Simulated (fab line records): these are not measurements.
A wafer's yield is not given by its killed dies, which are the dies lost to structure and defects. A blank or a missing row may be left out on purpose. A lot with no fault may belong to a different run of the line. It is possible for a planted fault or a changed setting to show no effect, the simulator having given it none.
fab line records	flow n5-finfet
record lots=9	wafers=27	last-day=17
route steps=1938 shown BEOL_M4@1111 BEOL_M15@1789 PASSIVATION@1936
lots with no fault: from the same line, run without faults
start-h: start of the lot's first displayed wafer, in hours after the record's first day	wait-h: hours from the lot's prior step to this one	" repeats the value in the row above	L1.1+2: several wafers, shown together as one row	- no value present, or no start provided	* or withheld: withheld	< > ~ a bound
route shown NAME@n: NAME is a module with steps in the file, n the number in the route of the first one	usual: the fault-free wafers' mean and standard deviation	same: alike in all rows	chamber/n: place in a boat	sites: the reading at each site	_std_site: their standard deviation	_edge_site: the outer-site mean with the inner-site mean subtracted	radius-mm: how far each site lies from the wafer's centre	mask NAME#n: copy n	behind: the tool/chamber that last shaped the wafer	hold: why the lot went on hold/how many hours it stayed there/how the hold came to an end	device: the transistor (n, p or np) that didn't switch	end of line: the tests these same wafers got at the end of their route	step lacking rows: just its recipe	killed: dies that structure and defects cost at the first sort, which is not the same as the wafer's yield	map: a wafer's dies, marking killed ones x, the rest . and places with no die _
set.NAME: the setting that was run; set.NAME@STEP: the one run at that earlier step	model.NAME: the simulator's own value behind a step, which no gauge read
steps of the route over a sample of lots; a table a step, a row a wafer
services: a tool's chamber out of use, with start hour (start-h, from the record's first day; less than 0 if before it), hours out, and reason
## steps
# step N5_BEOL_M4_RC_MEAS_101
# usual DIBL_N=36.7/2.4	DIBL_P=37.4/2.9	IOFF_N=0.18/0.05	IOFF_P=0.23/0.058	ION_N=683/16	ION_P=467/11	SS_N=71.7/0.77	SS_P=73.5/0.87	VT_N=249/4.3	VT_P=-250/4.4
lot.wafer	tool	chamber	start-h	wait-h	DIBL_N[mV/V]	DIBL_P[mV/V]	IOFF_N[nA/um]	IOFF_P[nA/um]	ION_N[uA/um]	ION_P[uA/um]	SS_N[mV/dec]	SS_P[mV/dec]	VT_N[mV]	VT_P[mV]
L129.1	prober-02	0	181.21	0.0	44.2	45.7	0.35	0.40	696	473	73.9	76.2	242	-242
L129.2	"	0	"	"	35.3	36.6	0.15	0.23	685	471	71.3	73.1	251	-250
L129.5	"	0	"	"	38.9	40.1	0.20	0.28	669	463	72.6	73.9	247	-247
L131.1	prober-01	0	195.96	0.0	36.8	38.4	0.15	0.23	665	467	71.2	74.1	253	-250
L131.2	"	0	"	"	39.4	42.4	0.25	0.32	709	489	73.4	74.4	245	-246
L131.6	"	0	"	"	35.4	37.2	0.14	0.21	668	464	71.2	74.1	254	-254
L135.1	prober-01	0	216.10	0.0	38.4	38.5	0.19	0.28	692	482	72.2	74.2	249	-246
L135.2	"	0	"	"	38.5	38.8	0.21	0.29	703	484	72.1	73.7	245	-246
L135.5	"	0	"	"	37.4	36.5	0.18	0.26	680	470	72.1	73.5	245	-246
L136.2	prober-01	0	224.37	0.2	41.1	42.0	0.25	0.24	699	458	73.2	74.5	246	-251
L136.4	"	0	"	"	33.5	33.5	0.11	0.13	681	466	70.7	72.6	253	-259
L136.5	"	0	"	"	36.9	37.0	0.16	0.17	680	450	72.0	73.5	250	-256
L137.1	prober-01	0	227.73	0.0	37.4	38.8	0.19	0.24	682	463	72.1	73.5	248	-250
L137.3	"	0	"	"	36.5	35.5	0.15	0.18	667	448	71.5	71.9	251	-253
L137.5	"	0	"	"	38.0	38.7	0.19	0.24	697	475	72.1	73.1	245	-249
L144.2	prober-01	0	266.93	0.2	33.5	32.2	0.11	0.16	670	464	71.7	72.3	256	-255
L144.4	"	0	"	"	38.5	38.8	0.20	0.25	689	472	72.1	74.1	247	-249
L144.5	"	0	"	"	38.0	37.9	0.20	0.25	702	474	72.0	74.1	247	-248
L146.2	prober-01	0	285.61	0.2	37.9	40.9	0.19	0.23	669	459	72.2	73.8	248	-251
L146.4	"	0	"	"	34.5	35.3	0.13	0.15	664	449	71.4	72.8	251	-256
L146.6	"	0	"	"	35.7	38.1	0.16	0.19	666	449	71.5	73.4	247	-254
L147.1	prober-01	0	295.35	0.0	35.4	36.6	0.16	0.17	683	459	71.9	72.5	251	-256
L147.3	"	0	"	"	38.2	38.8	0.25	0.22	703	463	72.9	73.6	242	-252
L147.5	"	0	"	"	33.6	34.3	0.14	0.14	693	455	71.1	72.7	249	-259
L149.2	prober-02	0	300.90	0.2	36.6	38.0	0.18	0.20	698	473	71.7	73.0	247	-252
L149.3	"	0	"	"	37.9	38.7	0.18	0.21	673	456	71.9	73.6	249	-252
L149.4	"	0	"	"	37.5	39.5	0.22	0.24	697	466	72.2	73.6	243	-249
# step N5_BEOL_M15_STRIP_63
# recipe chemistry=O2	power-w=600	temp-c=60	pressure-mtorr=30	rf-frequency-hz=6e+07	bias-power-w=0	overash-fraction=0.3	o2-flow-sccm=225
# usual chamber-pressure-mTorr=30.00/0.045	drypump-motor-current-A=5.5/0.4	oes-product-au=0.78/0.064	rf-vpp-V=3.5/0.66	showerhead-plenum-p-Torr=2.10/0.077	throttle-valve-pct=16.61/0.16
# same bias-power-w=0
lot.wafer	tool	chamber	start-h	wait-h	chamber-pressure-mTorr	drypump-motor-current-A	oes-product-au	rf-hours-counter-h	rf-vpp-V	showerhead-plenum-p-Torr	throttle-valve-pct
L129.1	rie-diel-02	2	-	-	29.99	5.9	0.70	226	3.7	2.05	16.79
L129.2	"	0	"	"	30.01	5.0	0.73	196	3.2	2.09	16.78
L129.5	"	2	"	"	30.07	5.9	0.70	-	2.9	2.05	16.80
L131.1	rie-diel-02	1	-	-	30.06	6.0	0.76	177	2.3	1.98	16.36
L131.2	"	3	"	"	29.97	5.5	0.71	179	2.7	2.16	16.68
L131.6	"	0	"	"	30.01	5.1	0.72	-	3.9	2.09	16.78
L135.1	rie-diel-06	0	-	-	30.01	5.7	0.87	50	3.4	2.11	16.35
L135.2	"	1	"	"	30.08	4.7	0.93	10	2.2	2.06	16.39
L135.5	"	0	"	"	30.11	5.7	0.88	-	3.5	2.11	16.33
L136.2	rie-diel-06	3	-	-	29.96	5.9	0.76	174	3.8	1.92	16.39
L136.4	"	0	"	"	30.03	5.7	0.87	54	4.0	2.11	16.36
L136.5	"	3	"	"	30.03	5.9	0.76	-	2.8	1.92	16.43
L137.1	rie-diel-06	1	-	-	29.99	4.7	0.91	15	4.4	2.06	16.42
L137.3	"	3	"	"	29.96	5.9	0.76	176	3.7	1.92	16.41
L137.5	"	1	"	"	30.03	4.7	0.92	-	3.2	2.06	16.43
L144.2	rie-diel-02	3	-	-	29.92	5.4	0.70	201	3.7	2.15	16.71
L144.4	"	1	"	"	30.07	6.0	0.74	-	2.4	1.98	16.41
L144.5	"	0	"	"	29.97	5.0	0.71	-	4.3	2.08	16.84
L146.2	rie-diel-02	1	-	-	30.03	6.0	0.74	205	2.7	1.97	16.42
L146.4	"	0	"	"	30.07	5.0	0.70	229	3.9	2.08	16.82
L146.6	"	3	"	"	29.95	5.5	0.70	-	3.4	2.15	16.73
L147.1	rie-diel-02	3	-	-	29.99	5.5	0.69	209	3.1	2.15	16.72
L147.3	"	1	"	"	29.92	6.0	0.73	206	3.8	1.97	16.43
L147.5	"	0	"	"	30.03	5.0	0.71	-	4.0	2.08	16.84
L149.2	rie-diel-05	0	-	-	29.95	6.0	0.75	133	4.4	2.10	16.68
L149.3	"	3	"	"	30.03	5.2	0.76	111	2.8	2.12	16.71
L149.4	"	1	"	"	30.05	5.8	0.80	101	3.2	2.13	16.79
# step N5_BEOL_M15_STRIP_37
# recipe chemistry=O2	power-w=600	temp-c=60	pressure-mtorr=30	rf-frequency-hz=6e+07	bias-power-w=0	overash-fraction=0.3	o2-flow-sccm=225
# usual bias-power-w=0/0	chamber-pressure-mTorr=30.00/0.044	drypump-motor-current-A=5.5/0.41	oes-product-au=0.79/0.058	rf-vpp-V=3.6/0.57	showerhead-plenum-p-Torr=2.10/0.087	throttle-valve-pct=16.60/0.16
lot.wafer	tool	chamber	start-h	wait-h	bias-power-w	chamber-pressure-mTorr	drypump-motor-current-A	oes-product-au	rf-hours-counter-h	rf-vpp-V	showerhead-plenum-p-Torr	throttle-valve-pct
L129.1	rie-diel-05	1	270.98	-	0	30.04	5.8	0.83	67	3.8	2.14	16.75
L129.2	"	3	"	"	0	30.00	5.2	0.81	73	3.2	2.13	16.64
L129.5	"	0	"	"	0	30.05	6.0	0.80	-	3.9	2.11	16.60
L131.1	rie-diel-02	1	281.53	-	0	29.96	6.0	0.75	178	4.1	1.98	16.36
L131.2	"	0	"	"	0	30.05	5.0	0.72	201	3.9	2.09	16.78
L131.6	"	0	"	"	0	30.04	5.1	0.72	-	3.2	2.09	16.77
L135.1	rie-diel-05	1	296.35	-	-	-	-	-	-	-	-	-
L135.2	"	3	"	"	-	-	-	-	-	-	-	-
L135.5	"	3	"	"	-	-	-	-	-	-	-	-
L136.2	rie-diel-05	3	304.78	-	-	-	-	-	-	-	-	-
L136.4	"	2	"	"	-	-	-	-	-	-	-	-
L136.5	"	1	"	"	-	-	-	-	-	-	-	-
L137.1	rie-diel-02	2	313.69	-	-	-	-	-	-	-	-	-
L137.3	"	3	"	"	-	-	-	-	-	-	-	-
L137.5	"	1	"	"	-	-	-	-	-	-	-	-
L144.2	rie-diel-02	0	354.80	-	0	30.04	5.1	0.70	224	3.1	2.08	16.80
L144.4	"	0	"	"	0	30.03	5.1	0.71	-	4.0	2.08	16.81
L144.5	"	1	"	"	0	29.97	6.0	0.74	-	2.7	1.98	16.39
L146.2	rie-diel-02	1	373.78	-	0	30.02	6.0	0.74	207	3.8	1.97	16.43
L146.4	"	3	"	"	0	30.01	5.4	0.70	-	4.2	2.15	16.74
L146.6	"	1	"	"	0	30.02	6.1	0.73	-	3.5	1.97	16.43
L147.1	rie-diel-05	3	377.85	-	0	29.95	5.2	0.77	107	4.6	2.12	16.67
L147.3	"	1	"	"	0	29.97	5.9	0.80	97	2.6	2.13	16.78
L147.5	"	3	"	"	0	30.08	5.2	0.77	-	4.7	2.12	16.68
L149.2	rie-diel-05	0	399.11	-	0	29.98	6.1	0.75	136	3.2	2.09	16.65
L149.3	"	1	"	"	0	30.00	5.8	0.79	103	3.3	2.13	16.78
L149.4	"	2	"	"	0	30.08	5.1	0.77	131	2.9	2.20	16.61
# step N5_BEOL_M15_PRE_CLEAN_42
# recipe gas=H2/He	time-s=30	temp-c=300
# usual heater-power-w=448/54
lot.wafer	tool	chamber	start-h	wait-h	heater-power-w
L129.1	pvd-sputter-02	-	271.32	0.0	489
L129.2	"	-	"	"	402
L129.5	"	-	"	"	392
L131.1	pvd-sputter-01	-	281.91	0.0	477
L131.2	"	-	"	"	415
L131.6	"	-	"	"	508
L135.1	pvd-sputter-02	-	296.79	0.0	492
L135.2	"	-	"	"	402
L135.5	"	-	"	"	413
L136.2	pvd-sputter-01	-	305.27	0.0	475
L136.4	"	-	"	"	405
L136.5	"	-	"	"	422
L137.1	pvd-sputter-02	-	314.34	0.0	497
L137.3	"	-	"	"	395
L137.5	"	-	"	"	498
L144.2	pvd-sputter-03	-	355.36	0.0	422
L144.4	"	-	"	"	595
L144.5	"	-	"	"	414
L146.2	pvd-sputter-02	-	374.14	0.0	500
L146.4	"	-	"	"	400
L146.6	"	-	"	"	415
L147.1	pvd-sputter-01	-	378.43	0.0	485
L147.3	"	-	"	"	501
L147.5	"	-	"	"	430
L149.2	pvd-sputter-03	-	399.72	0.0	426
L149.3	"	-	"	"	594
L149.4	"	-	"	"	420
# step N5_BEOL_M15_SPUTTER_43
# recipe material=TaN	target-thk-a=150	temp-c=50	bias-v=168.6	power-w=15000	chamber-pressure-pa=0.12	time-s=24.19
# usual chamber-pressure-pa=0.12002/0.00023	throttle-valve-pct=29.7/0.91
lot.wafer	tool	chamber	start-h	wait-h	chamber-pressure-pa	throttle-valve-pct
L129.1	pvd-sputter-02	-	271.36	0.0	0.11994	29.2
L129.2	"	-	"	"	0.1202	31.0
L129.5	"	-	"	"	0.12036	31.1
L131.1	pvd-sputter-01	-	281.95	0.0	0.12013	28.7
L131.2	"	-	"	"	0.11992	30.6
L131.6	"	-	"	"	0.12018	30.2
L135.1	pvd-sputter-02	-	296.83	0.0	0.12001	29.1
L135.2	"	-	"	"	0.12005	31.2
L135.5	"	-	"	"	0.12001	28.7
L136.2	pvd-sputter-01	-	305.31	0.0	0.12015	28.4
L136.4	"	-	"	"	0.12039	30.4
L136.5	"	-	"	"	0.11999	30.5
L137.1	pvd-sputter-02	-	314.38	0.0	0.12011	29.2
L137.3	"	-	"	"	0.11983	29.6
L137.5	"	-	"	"	0.12037	29.0
L144.2	pvd-sputter-03	-	355.40	0.0	0.11968	29.8
L144.4	"	-	"	"	0.12012	27.5
L144.5	"	-	"	"	0.11953	30.6
L146.2	pvd-sputter-02	-	374.18	0.0	0.1201	29.1
L146.4	"	-	"	"	0.11981	31.2
L146.6	"	-	"	"	0.11997	28.9
L147.1	pvd-sputter-01	-	378.47	0.0	0.11996	28.7
L147.3	"	-	"	"	0.12007	30.1
L147.5	"	-	"	"	0.11967	30.6
L149.2	pvd-sputter-03	-	399.76	0.0	0.11988	29.5
L149.3	"	-	"	"	0.11995	27.5
L149.4	"	-	"	"	0.12013	30.6
# step N5_PASSIVATION_PROBE_49
# usual defect-limited-yield=91.4/1.6	killed_at_M0_to_M3=31/11	killed_at_M4_up=14/5.7	killed-at-contacts=12/6	killed-at-front-end=41/13	killed-at-other=3.3/2.8	killed-dies=101/19	killed-on-rim=13/3.9	killed-open=67/14	killed-short=33/8.2	sort_bin_4_leakage=0.0/0.37	sort_bin_5_function=5.0/1.1	sort_bin_6_memory=3.3/0.74	sort-n-pass=1078/20	sort-yield-pct=91.3/1.7
# same gross-dies=1180	killed-at-back-side=0	sort_bin_8_speed[%]=0
lot.wafer	tool	chamber	start-h	wait-h	defect-limited-yield[%]	killed_at_M0_to_M3	killed_at_M4_up	killed-at-contacts	killed-at-front-end	killed-at-other	killed-dies	killed-on-rim	killed-open	killed-short	sort_bin_4_leakage[%]	sort_bin_5_function[%]	sort_bin_6_memory[%]	sort-n-pass	sort-yield-pct[%]
L129.1	prober-02	-	284.99	0.0	92.0	28	22	14	25	5	94	7	66	26	4.4	4.6	3.0	1034	87.6
L129.2	prober-02	-	285.04	0.1	92.5	24	17	7	39	2	89	11	60	26	0	4.2	2.8	1091	92.5
L129.5	prober-02	-	285.19	0.2	92.6	19	12	7	41	8	87	13	56	26	0	3.2	3.2	1093	92.6
L131.1	prober-01	-	298.85	0.0	91.9	28	12	11	45	0	96	13	65	31	0	4.7	3.3	1084	91.9
L131.2	prober-01	-	298.90	0.1	91.2	42	13	6	43	0	104	13	70	34	0	5.1	3.5	1076	91.2
L131.6	prober-01	-	299.10	0.3	89.7	47	7	14	53	1	122	17	79	43	0	5.6	4.3	1058	89.7
L135.1	prober-01	-	311.04	0.0	0	18	1116	6	38	2	1180	152	49	23	0	97.4	2.5	0	0
L135.2	prober-01	-	311.09	0.1	0	17	1121	15	25	2	1180	152	53	21	0	97.9	2.1	0	0
L135.5	prober-01	-	311.24	0.2	0	23	1116	9	28	4	1180	152	46	28	0	97.2	2.6	0	0
L136.2	prober-01	-	324.61	0.1	0	38	1090	7	44	1	1180	152	61	42	0	95.6	3.7	0	0
L136.4	prober-01	-	324.71	0.2	0	47	1044	14	71	4	1180	152	87	53	0	94.3	5.1	0	0
L136.5	prober-01	-	324.76	0.2	0	43	1056	8	72	1	1180	152	100	43	0	94.8	4.8	0	0
L137.1	prober-02	-	328.45	0.0	0	29	1109	13	22	7	1180	152	62	27	0	96.9	2.7	0	0
L137.3	prober-02	-	328.55	0.1	0	60	1069	13	37	1	1180	152	98	31	0	95.7	4.1	0	0
L137.5	prober-02	-	328.65	0.2	0	48	1071	29	21	11	1180	152	75	44	0	95.5	4.1	0	0
L144.2	prober-02	-	371.72	0.1	91.8	37	14	14	31	1	97	15	69	26	0	5.3	2.5	1083	91.8
L144.4	prober-02	-	371.82	0.2	92.2	37	8	13	32	2	92	11	58	32	0	3.8	3.4	1088	92.2
L144.5	prober-02	-	371.87	0.2	91.2	37	14	15	37	1	104	17	80	23	0	4.2	4.2	1076	91.2
# killed by level:class
L129.1 BEOL_M4:geometric-particle:open=16 MOL_CONTACT_COAG:geometric-particle:open=11 BEOL_M2:geometric-particle:open=7 BEOL_M1:geometric-particle:open=6 BEOL_M0_SAQP:geometric-particle:open=5 FIN_SAQP:geometric-particle:short=4 ILD0:geometric-particle:open=4 GATE_CUT:geometric-particle:short=4
L129.2 BEOL_M4:geometric-particle:open=11 FIN_SAQP:geometric-particle:open=7 MOL_CONTACT_COAG:geometric-particle:open=7 FIN_SAQP:geometric-particle:short=5 DUMMY_GATE:geometric-particle:open=5 BEOL_M0:geometric-particle:open=5 GATE_CUT:geometric-particle:short=4 BEOL_M3:geometric-particle:open=4
L129.5 FIN_SAQP:geometric-particle:open=7 DUMMY_GATE:geometric-particle:open=6 PAD_METAL:geometric-particle:open=6 STARTING-WAFER:geometric-particle:open=6 BEOL_M0_SAQP:geometric-particle:open=5 BEOL_M0_SAQP:geometric-particle:short=5 BEOL_M2:geometric-particle:open=5 BEOL_M4:geometric-particle:open=5
L131.1 FIN_SAQP:geometric-particle:short=11 MOL_CONTACT_COAG:geometric-particle:open=9 STI_FIN_REVEAL:geometric-particle:open=8 FIN_SAQP:geometric-particle:open=7 BEOL_M0_SAQP:geometric-particle:short=5 BEOL_M1:geometric-particle:open=5 DUMMY_GATE:geometric-particle:open=4 BEOL_M0_SAQP:geometric-particle:open=4
L131.2 BEOL_M3:geometric-particle:open=11 FIN_SAQP:geometric-particle:open=8 BEOL_M2:geometric-particle:open=8 STI_FIN_REVEAL:geometric-particle:open=7 BEOL_M0_SAQP:geometric-particle:open=7 BEOL_M2:geometric-particle:short=7 FIN_SAQP:geometric-particle:short=6 GATE_CUT:geometric-particle:open=5
L131.6 BEOL_M1:geometric-particle:open=15 STI_FIN_REVEAL:geometric-particle:open=14 FIN_SAQP:geometric-particle:short=13 MOL_CONTACT_COAG:geometric-particle:open=10 BEOL_M2:geometric-particle:open=9 FIN_SAQP:geometric-particle:open=5 GATE_CUT:geometric-particle:short=5 BEOL_M0_SAQP:geometric-particle:open=5
L135.1 BEOL_M15:area-sputter=1104 FIN_SAQP:geometric-particle:short=8 FIN_SAQP:geometric-particle:open=6 STI_FIN_REVEAL:geometric-particle:open=6 MOL_CONTACT_COAG:geometric-particle:open=6 BEOL_M4:geometric-particle:open=5 BEOL_M0:geometric-particle:open=4 BEOL_M2:geometric-particle:open=4
L135.2 BEOL_M15:area-sputter=1106 MOL_CONTACT_COAG:geometric-particle:open=11 FIN_SAQP:geometric-particle:open=8 STI_FIN_REVEAL:geometric-particle:open=7 BEOL_M4:geometric-particle:open=7 BEOL_M0_SAQP:geometric-particle:short=5 BEOL_M0_SAQP:geometric-particle:open=5 MOL_CONTACT_COAG:geometric-particle:short=4
L135.5 BEOL_M15:area-sputter=1100 BEOL_M3:geometric-particle:open=7 MOL_CONTACT_COAG:geometric-particle:open=6 BEOL_M1:geometric-particle:open=6 FIN_SAQP:geometric-particle:open=4 STI_FIN_REVEAL:geometric-particle:open=4 DUMMY_GATE:geometric-particle:open=4 BEOL_M4:geometric-particle:short=4
L136.2 BEOL_M15:area-sputter=1076 FIN_SAQP:geometric-particle:short=14 BEOL_M2:geometric-particle:open=13 FIN_SAQP:geometric-particle:open=7 BEOL_M0_SAQP:geometric-particle:short=7 STI_FIN_REVEAL:geometric-particle:open=6 BEOL_M0_SAQP:geometric-particle:open=6 BEOL_M1:geometric-particle:open=6
L136.4 BEOL_M15:area-sputter=1040 FIN_SAQP:geometric-particle:short=28 FIN_SAQP:geometric-particle:open=15 BEOL_M0_SAQP:geometric-particle:open=12 MOL_CONTACT_COAG:geometric-particle:open=11 STI_FIN_REVEAL:geometric-particle:open=10 BEOL_M1:geometric-particle:open=8 BEOL_M0_SAQP:geometric-particle:short=7
L136.5 BEOL_M15:area-sputter=1033 STI_FIN_REVEAL:geometric-particle:open=23 FIN_SAQP:geometric-particle:short=14 BEOL_M3:geometric-particle:open=13 BEOL_M0_SAQP:geometric-particle:open=12 BEOL_M5:geometric-particle:open=9 BEOL_M4:geometric-particle:open=7 MOL_CONTACT_COAG:geometric-particle:open=6
L137.1 BEOL_M15:area-sputter=1089 BEOL_M4:geometric-particle:open=11 BEOL_M2:geometric-particle:open=10 MOL_CONTACT_COAG:geometric-particle:open=9 BEOL_M0_SAQP:geometric-particle:short=6 BEOL_M0_SAQP:geometric-particle:open=5 BEOL_M7:geometric-particle:open=5 STI_FIN_REVEAL:geometric-particle:open=4
L137.3 BEOL_M15:area-sputter=1049 FIN_SAQP:geometric-particle:open=18 BEOL_M1:geometric-particle:open=12 MOL_CONTACT_COAG:geometric-particle:open=11 BEOL_M0_SAQP:geometric-particle:open=10 BEOL_M2:geometric-particle:open=10 BEOL_M3:geometric-particle:open=8 BEOL_M0_SAQP:geometric-particle:short=6
L137.5 BEOL_M15:area-sputter=1059 MOL_CONTACT_COAG:geometric-particle:open=25 BEOL_M2:geometric-particle:open=16 BEOL_M2:geometric-particle:short=8 BEOL_M1:geometric-particle:short=7 BEOL_M0_SAQP:geometric-particle:open=5 MOL_CONTACT_COAG:geometric-particle:short=4 BEOL_M0_SAQP:geometric-particle:short=4
L144.2 MOL_CONTACT_COAG:geometric-particle:open=13 BEOL_M2:geometric-particle:open=10 STI_FIN_REVEAL:geometric-particle:open=9 BEOL_M0_SAQP:geometric-particle:open=6 BEOL_M4:geometric-particle:open=6 FIN_SAQP:geometric-particle:open=5 GATE_CUT:geometric-particle:short=4 BEOL_M0_SAQP:geometric-particle:short=4
L144.4 BEOL_M0_SAQP:geometric-particle:open=12 BEOL_M3:geometric-particle:open=10 MOL_CONTACT_COAG:geometric-particle:open=9 BEOL_M0_SAQP:geometric-particle:short=9 STI_FIN_REVEAL:geometric-particle:open=8 FIN_SAQP:geometric-particle:short=4 STI_FIN_REVEAL:geometric-particle:short=4 DUMMY_GATE:geometric-particle:open=4
L144.5 STI_FIN_REVEAL:geometric-particle:open=16 MOL_CONTACT_COAG:geometric-particle:open=14 BEOL_M2:geometric-particle:open=11 FIN_SAQP:geometric-particle:open=7 BEOL_M1:geometric-particle:open=7 BEOL_M0_SAQP:geometric-particle:open=4 BEOL_M2:geometric-particle:short=4 BEOL_M3:geometric-particle:short=4
## services
tool	chamber	start-h	hours	kind
rie-diel-06	3	272.94	8.2	repair
rie-diel-05	2	292.50	6.9	repair
rie-diel-06	3	335.24	4.3	repair
pvd-sputter-02	-	335.77	2.8	repair
pvd-sputter-01	-	342.33	3.2	repair
rie-diel-02	2	345.20	-	clean
rie-diel-02	2	345.20	-	consumable-replace:focus-ring
rie-diel-02	2	345.20	14.0	scheduled-down
rie-diel-02	2	345.20	14.0	vent-cycle
rie-diel-06	1	347.84	8.6	repair
rie-diel-06	-	358.55	0.9	repair
rie-diel-05	1	359.64	5.6	repair
pvd-sputter-02	-	362.69	0.6	repair
rie-diel-05	-	365.21	1.2	repair
pvd-sputter-01	-	383.35	4.8	repair
pvd-sputter-01	-	391.72	2.1	repair
rie-diel-06	-	399.62	14.6	pm
## key
first-sign step=N5_BEOL_M15_STRIP_37	reading=tool-record	direction=missing
effect step=N5_PASSIVATION_PROBE_49	reading=killed_at_M4_up	direction=up	sigmas=99+	usual=14	struck=1088
more-kills-born-at N5_BEOL_M15_SPUTTER_43@pvd-sputter-02=6507	N5_BEOL_M15_SPUTTER_43@pvd-sputter-01=3149
met-at N5_BEOL_M15_STRIP_37
struck-lots L135,L136,L137
later-rows-left-out L135.1,L135.2,L135.5,L136.2,L136.4,L136.5,L137.1,L137.3,L137.5
not-acting-at N5_BEOL_M15_STRIP_63,N5_BEOL_M15_PRE_CLEAN_42,N5_BEOL_M15_SPUTTER_43
onset-between 281.53 296.35
fault kind=skipped-step-whole	tool=rie-diel-02,rie-diel-05	chamber=-	onset-h=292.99	steps=N5_BEOL_M15_STRIP_37	scope=struck-lots-only
# later-rows-left-out: the simulator's readings of these wafers behind a module that went badly wrong aren't trusted and aren't shown, but for the sort
